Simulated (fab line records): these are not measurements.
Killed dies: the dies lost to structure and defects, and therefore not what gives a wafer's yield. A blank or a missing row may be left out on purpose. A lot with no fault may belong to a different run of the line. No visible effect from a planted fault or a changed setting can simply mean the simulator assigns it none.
Chamber matching -- flow n5Finfet -- 4 sister chambers for N5_SD_EPI_P_ETCHBACK_46 on rieDiel-01
The step etches SiNx in CH3F/O2, stops on SiO2, target depth 17.5 nm. 4 wafers are shown with their chamber, then 8 later ones without.

## WAFERS WITH THEIR CHAMBER
wafer,chamber,showerheadPlenumPTorr (Torr)
L090.1,1,2.01
L090.3,0,2.02
L090.4,2,1.91
L093.1,3,2.11

## WAFERS WITHOUT THEIR CHAMBER
wafer,showerheadPlenumPTorr (Torr)
L093.2,1.90
L093.3,2.01
L094.2,2.11
L094.4,2.01
L094.6,1.90
L095.3,2.01
L095.4,2.11
L095.6,1.90

## CHAMBER TAKEN BY EACH
wafer,from the rows above,in truth
L093.2,2,2
L093.3,can't be placed: 1 or 0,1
L094.2,3,3
L094.4,can't be placed: 1 or 0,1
L094.6,2,2
L095.3,can't be placed: 1 or 0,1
L095.4,3,3
L095.6,2,2
Correct placement for 5 of the 8. From these rows, 3 cannot be placed; in 3 the true chamber is one of the candidates. 0 placed wrongly.
How it was worked out, from the rows above alone: a wafer's distance from a chamber is the root of the sum, over the readings, of the square of ((its reading less the chamber's mean) divided by the reading's scatter). If the next closest chamber is less than 2 further off than the closest, the wafer can't be placed; otherwise it belongs to the closest. A chamber's mean is the mean of its shown wafers. The scatter (one wafer shown for each chamber): square how far every hidden wafer sits from the nearest shown wafer, average those squares and take the square root.
